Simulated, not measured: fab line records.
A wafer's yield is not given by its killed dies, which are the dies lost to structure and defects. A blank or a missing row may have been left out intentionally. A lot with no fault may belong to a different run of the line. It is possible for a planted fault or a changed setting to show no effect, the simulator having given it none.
Chamber matching ; flow n5 finfet ; 4 sister chambers for N5_BEOL_M4_ETCH_77 on rie diel-03
The step etches underlayer in N2/H2, target depth 6.5 nm, time 5.2 s. 16 wafers are shown with their chamber, then 8 later ones without.

WAFERS PAIRED WITH THEIR CHAMBERS
wafer;chamber;showerhead plenum p Torr (Torr);throttle valve pct (%);drypump motor current A (A)
L077.1;0;2.62;18.21;5.54
L077.3;2;2.44;17.95;5.73
L077.5;2;2.44;17.94;5.71
L078.2;1;2.38;17.89;5.40
L078.4;0;2.61;18.26;5.54
L078.5;3;2.57;17.71;5.64
L082.2;3;2.57;17.71;5.65
L082.4;0;2.61;18.25;5.54
L082.6;2;2.43;17.97;5.72
L084.1;3;2.57;17.71;5.63
L084.3;1;2.37;17.93;5.38
L084.4;0;2.61;18.25;5.53
L087.2;2;2.43;17.97;5.74
L087.4;1;2.37;17.92;5.37
L087.6;1;2.37;17.91;5.38
L086.1;3;2.57;17.73;5.60

SIGNATURES, as means of the wafers listed above
reading;chamber 0;chamber 1;chamber 2;chamber 3;scatter within a chamber
showerhead plenum p Torr;2.6125;2.3725;2.4350;2.5700;0.00456
throttle valve pct;18.2425;17.9125;17.9575;17.7150;0.0166
drypump motor current A;5.5375;5.3825;5.7250;5.6300;0.0143
Rule: for each reading, subtract the chamber's mean from the wafer's reading, divide by that reading's scatter and square the result; add these up over the readings and take the root, which gives the wafer's distance from the chamber. If the next closest chamber is less than 2 further off than the closest, the wafer can't be placed; otherwise it belongs to the closest. How the scatter is found: for the shown wafers, subtract from each reading the mean of its chamber, square and add these, divide the total by (wafers less chambers), then take the root.

WAFERS WITH NO CHAMBER GIVEN
wafer;showerhead plenum p Torr (Torr);throttle valve pct (%);drypump motor current A (A)
L086.2;2.37;17.93;5.38
L086.5;2.37;17.93;5.37
L090.1;2.56;17.73;5.66
L090.5;2.37;17.93;5.39
L090.6;2.60;18.27;5.54
L094.4;2.42;17.99;5.72
L094.5;2.60;18.28;5.53
L094.6;2.56;17.78;5.63

EACH ONE'S CHAMBER
wafer;from the rows above;in truth
L086.2;1;1
L086.5;1;1
L090.1;3;3
L090.5;1;1
L090.6;0;0
L094.4;2;2
L094.5;0;0
L094.6;3;3
8 of 8 placed correctly. Not placeable from these rows: 0. Wrongly placed: 0.
